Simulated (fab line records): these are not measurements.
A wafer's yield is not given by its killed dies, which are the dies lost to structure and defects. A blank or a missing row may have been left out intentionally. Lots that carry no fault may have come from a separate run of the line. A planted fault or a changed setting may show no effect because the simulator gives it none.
What tool caused it?	flow n5 finfet	72 wafers from 24 lots sampled at 6 of the route's 1938 steps

== WHAT THE GAUGES READ, wafer by wafer ==
N5_BEOL_M5_CD_MEAS_11 targets a cd of 27.74 nm. Usual: cd nm 27.94 nm, standard deviation 0.24.
lot	measured	on	cd nm (nm)	flag
L074	day 7 20:55	cd sem-03	28.04 27.69 28.20	
L075	day 8 03:12	cd sem-01	28.03 27.86 28.21	
L076	day 8 13:38	cd sem-02	28.28 27.91 27.78	
L077	day 8 15:23	cd sem-01	27.90 28.25 27.62	
L078	day 9 01:15	cd sem-03	28.13 27.92 28.38	
L079	day 9 04:20	cd sem-03	28.14 28.52 28.06	
L080	day 9 10:49	cd sem-02	28.27 28.17 27.92	
L081	day 9 20:01	cd sem-03	27.93 27.99 28.33	
L082	day 10 04:29	cd sem-01	27.81 27.56 27.68	
L083	day 10 05:25	cd sem-01	27.65 27.85 27.44	
L084	day 10 14:47	cd sem-03	28.06 28.25 28.06	
L085	day 11 00:07	cd sem-03	27.81 27.88 28.08	
L086	day 11 02:09	cd sem-01	27.75 27.89 27.68	
L087	day 11 03:59	cd sem-03	28.17 27.90 27.79	
L089	day 11 18:47	cd sem-02	28.12 27.59 27.86	
L088	day 11 23:07	cd sem-02	28.13 27.80 28.06	
L090	day 11 23:52	cd sem-01	27.82 27.44 28.52	
L093	day 12 15:09	cd sem-03	27.95 28.17 27.88	
L091	day 12 17:02	cd sem-03	27.74 27.82 27.50	
L092	day 12 18:43	cd sem-03	27.79 27.96 28.09	
L094	day 12 19:55	cd sem-01	27.82 28.07 27.84	
L095	day 13 02:11	cd sem-03	27.75 27.75 27.26	
L096	day 13 23:49	cd sem-03	27.62 27.87 27.72	
L097	day 14 10:51	cd sem-01	28.11 28.09 28.19	

== WHICH TOOL RAN EACH LOT (tool, then ch and the chambers of the sampled wafers, then the start) ==
lot	N5_BEOL_M4_ETCHBACK_99	N5_BEOL_M4_SPUTTER_90	N5_BEOL_M4_ANNEAL_95	N5_BEOL_M4_ANNEAL_51	N5_BEOL_M4_DEP_57
L074	rie diel-01 ch 1,2,3, day 7 11:40	pvd sputter-02, day 7 14:17	pvd sputter-02, day 7 14:49	rtp anneal-02 ch 0, day 7 17:50	pecvd-01 ch 0,1, day 7 18:37
L075	rie diel-06 ch 0,1,3, day 7 16:46	pvd sputter-03, day 7 19:09	pvd sputter-03, day 7 19:40	rtp anneal-02 ch 0, day 7 22:53	pecvd-01 ch 1,2, day 7 23:42
L076	rie diel-06 ch 0,1,2, day 8 03:26	pvd sputter-03, day 8 05:55	pvd sputter-03, day 8 06:26	rtp anneal-02 ch 0, day 8 10:13	pecvd-02 ch 0,1,2, day 8 11:00
L077	rie diel-06 ch 0,1,2, day 8 05:47	pvd sputter-03, day 8 08:23	pvd sputter-03, day 8 08:55	rtp anneal-02 ch 0, day 8 12:17	pecvd-02 ch 0,2, day 8 13:04
L078	rie diel-01 ch 0,1,3, day 8 16:32	pvd sputter-03, day 8 18:50	pvd sputter-03, day 8 19:21	rtp anneal-02 ch 0, day 8 22:14	pecvd-02 ch 1,2, day 8 22:58
L079	rie diel-01 ch 0,3, day 8 17:32	pvd sputter-03, day 8 21:56	pvd sputter-03, day 8 22:27	rtp anneal-02 ch 0, day 9 01:16	pecvd-04 ch 0,1,2, day 9 02:02
L080	rie diel-05 ch 1,2,3, day 9 00:21	pvd sputter-03, day 9 03:08	pvd sputter-03, day 9 03:40	rtp anneal-02 ch 0, day 9 07:27	pecvd-01 ch 0,1,2, day 9 08:09
L081	rie diel-01 ch 0,1,3, day 9 11:22	pvd sputter-01, day 9 13:59	pvd sputter-01, day 9 14:30	rtp anneal-02 ch 0, day 9 16:35	pecvd-01 ch 0,2, day 9 17:33
L082	rie diel-01 ch 0,1, day 9 17:04	pvd sputter-02, day 9 20:13	pvd sputter-02, day 9 20:44	rtp anneal-02 ch 0, day 10 01:03	pecvd-01 ch 0,2, day 10 01:47
L083	rie diel-05 ch 0,2,3, day 9 18:47	pvd sputter-03, day 9 21:17	pvd sputter-03, day 9 21:49	rtp anneal-02 ch 0, day 10 01:59	pecvd-01 ch 0,1,2, day 10 02:47
L084	rie diel-01 ch 1,2, day 10 05:46	pvd sputter-01, day 10 08:07	pvd sputter-01, day 10 08:38	rtp anneal-02 ch 0, day 10 10:17	pecvd-04 ch 0,1, day 10 11:02
L085	rie diel-01 ch 0,1, day 10 14:43	pvd sputter-02, day 10 17:42	pvd sputter-02, day 10 18:13	rtp anneal-01 ch 0, day 10 20:02	pecvd-02 ch 0,1,2, day 10 20:49
L086	rie diel-05 ch 1,2, day 10 18:40	pvd sputter-02, day 10 22:14	pvd sputter-02, day 10 22:45	rtp anneal-01 ch 0, day 10 23:08	pecvd-04 ch 0,1, day 10 23:52
L087	rie diel-06 ch 1,2, day 10 20:07	pvd sputter-01, day 10 23:22	pvd sputter-01, day 10 23:53	rtp anneal-01 ch 0, day 11 00:14	pecvd-04 ch 0,1,2, day 11 01:01
L089	rie diel-05 ch 0,1, day 11 10:22	pvd sputter-02, day 11 14:06	pvd sputter-02, day 11 14:37	rtp anneal-02 ch 0, day 11 15:07	pecvd-01 ch 0,1,2, day 11 15:58
L088	rie diel-01 ch 1,2,3, day 11 14:29	pvd sputter-01, day 11 17:14	pvd sputter-01, day 11 17:46	rtp anneal-02 ch 0, day 11 19:39	pecvd-01 ch 0,1,2, day 11 20:28
L090	rie diel-05 ch 0,1,2, day 11 15:40	pvd sputter-03, day 11 18:33	pvd sputter-03, day 11 19:04	rtp anneal-01 ch 0, day 11 20:55	pecvd-01 ch 0,2, day 11 21:42
L093	rie diel-01 ch 2,3, day 12 06:53	pvd sputter-01, day 12 09:38	pvd sputter-01, day 12 10:09	rtp anneal-01 ch 0, day 12 10:29	pecvd-02 ch 0,1, day 12 11:18
L091	rie diel-05 ch 0,2,3, day 12 10:16	pvd sputter-02, day 12 13:04	pvd sputter-02, day 12 13:38	rtp anneal-02 ch 0, day 12 14:03	pecvd-02 ch 0,1, day 12 14:49
L092	rie diel-01 ch 0,2, day 12 10:42	pvd sputter-03, day 12 14:52	pvd sputter-03, day 12 15:23	rtp anneal-01 ch 0, day 12 15:44	pecvd-04 ch 1,2, day 12 16:32
L094	rie diel-06 ch 0,1,3, day 12 10:56	pvd sputter-02, day 12 15:08	pvd sputter-02, day 12 15:43	rtp anneal-01 ch 0, day 12 16:05	pecvd-01 ch 0,1,2, day 12 16:52
L095	rie diel-05 ch 0,2, day 12 17:44	pvd sputter-03, day 12 20:07	pvd sputter-03, day 12 20:38	rtp anneal-02 ch 0, day 12 21:03	pecvd-01 ch 0,2, day 12 21:47
L096	rie diel-05 ch 1,2,3, day 13 14:44	pvd sputter-02, day 13 18:23	pvd sputter-02, day 13 18:54	rtp anneal-01 ch 0, day 13 19:14	pecvd-04 ch 2, day 13 20:02
L097	rie diel-06 ch 0,3, day 14 02:16	pvd sputter-03, day 14 04:43	pvd sputter-03, day 14 05:14	rtp anneal-01 ch 0, day 14 05:35	pecvd-04 ch 0,1, day 14 06:22
- N5_BEOL_M4_ETCHBACK_99: etches SiO2 in CHF3, target depth 5 nm, time 10.4 s.
- N5_BEOL_M4_SPUTTER_90: material Cu, target thk 4.5 nm, time 8.29 s.
- N5_BEOL_M4_ANNEAL_95: time 240 s.
- N5_BEOL_M4_ANNEAL_51: time 90 s.
- N5_BEOL_M4_DEP_57: deposits SiCN from 3MS/NH3, target thk 8 nm, time 14 s.

== AS READ BY THE TOOLS THEMSELVES (means over the sampled wafers that have a number; for cases with no such wafer, the mark the record gives instead) ==
N5_BEOL_M4_ETCHBACK_99. Usual: chamber pressure mTorr 30.001 mTorr, standard deviation 0.029; drypump motor current A 5.6 A, standard deviation 0.43; oes_f_703_au 0.80 a.u., standard deviation 0.075; oes product au 0.79 a.u., standard deviation 0.075; rf vpp V 239.8 V, standard deviation 1.9; showerhead plenum p Torr 2.15 Torr, standard deviation 0.076; throttle valve pct 17.07 %, standard deviation 0.27.
lot	tool	chamber pressure mTorr (mTorr)	drypump motor current A (A)	oes_f_703_au (a.u.)	oes product au (a.u.)	rf vpp V (V)	showerhead plenum p Torr (Torr)	throttle valve pct (%)	flag
L074	rie diel-01	29.993	5.4	0.77	0.77	238.7	2.10	16.91	
L075	rie diel-06	29.979	5.6	0.82	0.81	240.6	2.26	17.27	
L076	rie diel-06	29.984	5.6	0.82	0.81	238.9	2.23	17.20	
L077	rie diel-06	29.992	5.6	0.82	0.81	238.8	2.23	17.19	
L078	rie diel-01	29.996	5.7	0.74	0.72	239.5	2.11	17.16	
L079	rie diel-01	30.029	5.6	0.77	0.76	239.9	2.10	16.99	
L080	rie diel-05	29.994	5.6	0.89	0.88	241.5	2.19	16.97	
L081	rie diel-01	30.024	5.7	0.73	0.72	238.9	2.11	17.17	
L082	rie diel-01	30.007	5.8	0.69	0.69	239.4	2.13	17.35	
L083	rie diel-05	29.988	5.4	0.85	0.86	240.8	2.16	17.00	
L084	rie diel-01	29.995	5.4	0.74	0.74	238.5	2.08	16.99	
L085	rie diel-01	29.947	6.0	0.70	0.68	239.1	2.13	17.46	
L086	rie diel-05	30.023	5.9	0.88	0.87	239.6	2.15	16.90	
L087	rie diel-06	30.024	6.1	0.80	0.80	237.9	2.23	17.23	
L089	rie diel-05	30.009	5.7	0.85	0.84	239.7	2.13	16.81	
L088	rie diel-01	30.032	5.5	0.74	0.74	239.6	2.08	16.97	
L090	rie diel-05	30.016	5.8	0.85	0.84	238.9	2.12	16.95	
L093	rie diel-01	29.996	5.3	0.76	0.75	239.0	2.06	16.84	
L091	rie diel-05	30.006	5.4	0.83	0.83	240.9	2.15	17.05	
L092	rie diel-01	29.980	5.6	0.82	0.82	238.8	2.08	16.96	
L094	rie diel-06	30.005	5.6	0.86	0.85	240.6	2.25	17.18	
L095	rie diel-05	29.984	5.6	0.83	0.82	239.7	2.08	17.15	
L096	rie diel-05	30.011	5.6	0.84	0.82	239.8	2.17	17.04	
L097	rie diel-06	29.994	5.1	0.83	0.82	241.0	2.23	17.22	

N5_BEOL_M4_SPUTTER_90. Usual: susceptor temp C -19.99 C, standard deviation 0.11; throttle valve pct 29.8 %, standard deviation 0.74.
lot	tool	susceptor temp C (C)	throttle valve pct (%)	flag
L074	pvd sputter-02	-19.88	29.2	
L075	pvd sputter-03	-19.92	29.9	
L076	pvd sputter-03	-19.91	29.4	
L077	pvd sputter-03	-19.99	29.8	
L078	pvd sputter-03	-20.02	30.1	
L079	pvd sputter-03	-20.02	29.2	
L080	pvd sputter-03	-20.00	29.4	
L081	pvd sputter-01	-19.98	30.3	
L082	pvd sputter-02	-19.97	28.9	
L083	pvd sputter-03	-19.91	29.4	
L084	pvd sputter-01	-20.02	30.2	
L085	pvd sputter-02	-20.14	29.1	
L086	pvd sputter-02	-20.08	30.1	
L087	pvd sputter-01	-20.00	29.8	
L089	pvd sputter-02	-20.09	29.8	
L088	pvd sputter-01	-19.95	30.1	
L090	pvd sputter-03	-20.03	29.6	
L093	pvd sputter-01	-20.01	30.1	
L091	pvd sputter-02	-20.05	29.3	
L092	pvd sputter-03	-19.90	29.8	
L094	pvd sputter-02	-19.99	29.3	
L095	pvd sputter-03	-19.97	29.7	
L096	pvd sputter-02	-20.10	29.2	
L097	pvd sputter-03	-19.95	29.9	

N5_BEOL_M4_ANNEAL_95. Usual: heater power w 849 W, standard deviation 80; susceptor temp C 399.98 C, standard deviation 0.22.
lot	tool	heater power w (W)	susceptor temp C (C)	flag
L074	pvd sputter-02	838	400.17	
L075	pvd sputter-03	813	400.17	
L076	pvd sputter-03	822	400.06	
L077	pvd sputter-03	792	400.08	
L078	pvd sputter-03	754	399.82	
L079	pvd sputter-03	824	399.99	
L080	pvd sputter-03	818	399.89	
L081	pvd sputter-01	886	400.13	
L082	pvd sputter-02	852	399.85	
L083	pvd sputter-03	821	400.15	
L084	pvd sputter-01	881	400.02	
L085	pvd sputter-02	860	400.01	
L086	pvd sputter-02	917	399.79	
L087	pvd sputter-01	873	399.93	
L089	pvd sputter-02	895	399.83	
L088	pvd sputter-01	898	399.97	
L090	pvd sputter-03	792	400.01	
L093	pvd sputter-01	874	399.96	
L091	pvd sputter-02	851	400.00	
L092	pvd sputter-03	786	399.88	
L094	pvd sputter-02	872	399.98	
L095	pvd sputter-03	794	399.96	
L096	pvd sputter-02	860	399.97	
L097	pvd sputter-03	829	400.02	

N5_BEOL_M4_ANNEAL_51. Usual: anneal temp c max 226.27, standard deviation 0.28; wafer_temp_C_max 225.65, standard deviation 0.23.
lot	tool	anneal temp c max	wafer_temp_C_max	flag
L074	rtp anneal-02	226.49	225.93	
L075	rtp anneal-02	226.26	225.83	
L076	rtp anneal-02	226.44	225.88	
L077	rtp anneal-02	226.01	225.68	
L078	rtp anneal-02	226.16	225.64	
L079	rtp anneal-02	225.97	225.36	
L080	rtp anneal-02	226.29	225.50	
L081	rtp anneal-02	226.43	225.94	
L082	rtp anneal-02	226.35	225.87	
L083	rtp anneal-02	226.36	225.55	
L084	rtp anneal-02	226.65	225.83	
L085	rtp anneal-01	226.40	225.53	
L086	rtp anneal-01	226.48	225.70	
L087	rtp anneal-01	226.37	225.52	
L089	rtp anneal-02	226.53	225.85	
L088	rtp anneal-02	225.96	225.80	
L090	rtp anneal-01	226.28	225.45	
L093	rtp anneal-01	226.35	225.65	
L091	rtp anneal-02	226.03	225.85	
L092	rtp anneal-01	226.09	225.77	
L094	rtp anneal-01	226.69	225.50	
L095	rtp anneal-02	226.28	225.96	
L096	rtp anneal-01	225.88	225.37	
L097	rtp anneal-01	226.34	225.37	

N5_BEOL_M4_DEP_57. Usual: showerhead plenum p Torr 3.662 Torr, standard deviation 0.015; showerhead vpp V 868 V, standard deviation 43; throttle valve pct 8.8 %, standard deviation 0.59.
lot	tool	showerhead plenum p Torr (Torr)	showerhead vpp V (V)	throttle valve pct (%)	flag
L074	pecvd-01	3.668	847	9.5	
L075	pecvd-01	3.660	898	8.7	
L076	pecvd-02	3.652	840	8.4	
L077	pecvd-02	3.659	831	8.4	
L078	pecvd-02	3.656	841	8.3	
L079	pecvd-04	3.669	862	9.0	
L080	pecvd-01	3.665	884	9.1	
L081	pecvd-01	3.673	871	9.4	
L082	pecvd-01	3.668	924	9.1	
L083	pecvd-01	3.669	876	9.1	
L084	pecvd-04	3.642	877	9.0	
L085	pecvd-02	3.659	840	8.5	
L086	pecvd-04	3.654	877	8.9	
L087	pecvd-04	3.656	860	8.4	
L089	pecvd-01	3.672	877	9.2	
L088	pecvd-01	3.667	885	9.2	
L090	pecvd-01	3.674	910	9.3	
L093	pecvd-02	3.653	850	8.4	
L091	pecvd-02	3.653	856	8.5	
L092	pecvd-04	3.653	869	8.7	
L094	pecvd-01	3.669	880	9.1	
L095	pecvd-01	3.668	887	9.6	
L096	pecvd-04	3.687	811	7.9	
L097	pecvd-04	3.650	886	8.9	

== THE ANSWER, worked out from the rows above alone ==
Rule: lot off if the mean of its wafers having a number is beyond 3 standard deviations from the usual mean. Also off: a lot with no number at a reading for which 4 or more lots have one. All remaining lots with rows at the step are treated as sound. The gauges are gone through in route order, then the tools' own readings, and for those a lot's mean is taken as printed above. At the first step where some lot is off, the reading lying furthest off is the one used; lots without a number count as furthest.
Across all readings shown, no lot is off: no conclusion can be drawn from this.

== WHAT THE SIMULATOR HAD PUT IN ==
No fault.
